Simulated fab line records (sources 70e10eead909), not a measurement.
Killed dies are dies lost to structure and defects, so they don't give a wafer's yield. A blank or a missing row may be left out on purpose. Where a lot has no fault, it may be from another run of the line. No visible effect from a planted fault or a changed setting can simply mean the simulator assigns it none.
Struck lot and sound lot, side by side	flow nandHarc	15 steps out of a route of 1302
Sound: these wafers, L982.1, L982.5, L982.6. The struck wafers were L989.1, L989.3, L989.6. At the end, the cause is stated.
Per side, at each step with rows, come the tool, then ch with its chambers, and then its first start. Under that, the readings that differ: sound wafers	struck wafers	difference of the means	sigmas: that difference in standard deviations of wafers without a fault.
alike: readings with means less than 2 such deviations apart, plus words and numbers identical on both sides. not compared: withheld readings, readings lacking a value on some wafer, bounds such as >300 that could conceal the same value, and numbers that have no deviation in the record and whose values overlap.
A row with sigmas, a row that says differs or no value, or rows on one side alone: a step with any of these is where the two part. When numbers do not overlap yet have no deviation, they are printed without sigmas and do not part them. A reading missing from all wafers of one side parts the sides only when that side holds two or more wafers.

first, 5 steps without rows for these wafers: NHARC_THIN_TSV_SOFTBAKE_07 (time 95 s); NHARC_THIN_TSV_EBR_08; NHARC_THIN_TSV_EXPOSE_09 (exposes mask TSV); NHARC_THIN_TSV_PEB_10 (peb time 85 s); NHARC_THIN_TSV_DEVELOP_11 (time 70 s).
NHARC_THIN_TSV_CD_MEAS_12: target cd 1000 nm.
  sound on cdSem-01 ch 0, day 24 22:38; struck on cdSem-01 ch 0, day 28 10:40
  alike: cdNm
then, 1 step without rows for these wafers: NHARC_THIN_TSV_HARDBAKE_13 (time 80 s).
NHARC_THIN_TSV_DESCUM_14: chemistry O2, time 3 s.
  sound on rieDiel-06 ch 1,2, day 24 22:49; struck on rieDiel-05 ch 0,2, day 28 10:49
reading	sound	struck	difference	sigmas
drypumpMotorCurrentA (A)	6.7 6.7 5.5	5.3 5.0 5.3	-1.1	-2
oesProductAu (a.u.)	0.977 0.968 0.980	1.009 1.017 1.002	+0.034	+3
  alike: rfVppV, showerheadPlenumPTorr, throttleValvePct
  not compared: rfHoursCounterH
NHARC_THIN_TSV_ETCH_44: etches the open film in CF4/O2, target depth 1594.2 nm, time 797.1 s.
  sound on rieDiel-06 ch 0,1,2, day 24 23:00; struck on rieDiel-05 ch 0,1,2, day 28 10:58
  alike: cf4FlowSccm, drypumpMotorCurrentA, oesProductAu, rfVppV, showerheadPlenumPTorr, throttleValvePct
  not compared: rfHoursCounterH
NHARC_THIN_TSV_ETCH_15: target depth 3000 nm, bosch target overetch cycles 2, bosch etch step 2.8 s.
  sound on rieSi-06 ch 0,3, day 24 23:28; struck on rieSi-02 ch 1,2,3, day 28 11:31
  alike: drypumpMotorCurrentA
  not compared: rfHoursCounterH
NHARC_THIN_TSV_CD_MEAS_16:
  sound on cdSem-01, day 24 23:36; struck on cdSem-03, day 28 11:38
  alike: cdNm
NHARC_THIN_TSV_STRIP_45: strips in O2.
  sound on plasmaAsher-02 ch 0,1, day 24 23:40; struck on plasmaAsher-02 ch 1, day 28 11:43
  alike: drypumpMotorCurrentA, heaterPowerW
  not compared: rfHoursCounterH
NHARC_THIN_TSV_STRIP_46: strips in post etch residue remover, time 1200 s.
  sound on wetBench-08 ch 1,4,7, day 25 00:01; struck on wetBench-10 ch 0,2,5, day 28 12:04
  no value came back on the struck wafers for bathGuardTempC (C), bathHeatDutyPct (%); on the sound wafers bathGuardTempC (C) reads 72.3 72.8 71.9
NHARC_THIN_TSV_DEP_47: deposits SiO2, target thk 200 nm.
  sound on pecvd-01 ch 0,1, day 25 00:28; struck on pecvd-02 ch 1,2, day 28 12:31
  alike: chamberPressureTorr, throttleValvePct
NHARC_END_SORT_01:
  sound on prober-01 ch 0, day 25 15:23; struck on prober-02 ch 0, day 29 01:41
  alike: defectLimitedYield, killedAtArray, killedAtOther, killedAtPeriphery, killedDies, killedOpen, killedShort

== WHERE THEY PART ==
At NHARC_THIN_TSV_DESCUM_14 first; at NHARC_THIN_TSV_STRIP_46 last (within this record only). Later steps at which nothing parts them and some readings are alike: NHARC_THIN_TSV_DEP_47, NHARC_END_SORT_01.

WHY: whatever the simulator had introduced
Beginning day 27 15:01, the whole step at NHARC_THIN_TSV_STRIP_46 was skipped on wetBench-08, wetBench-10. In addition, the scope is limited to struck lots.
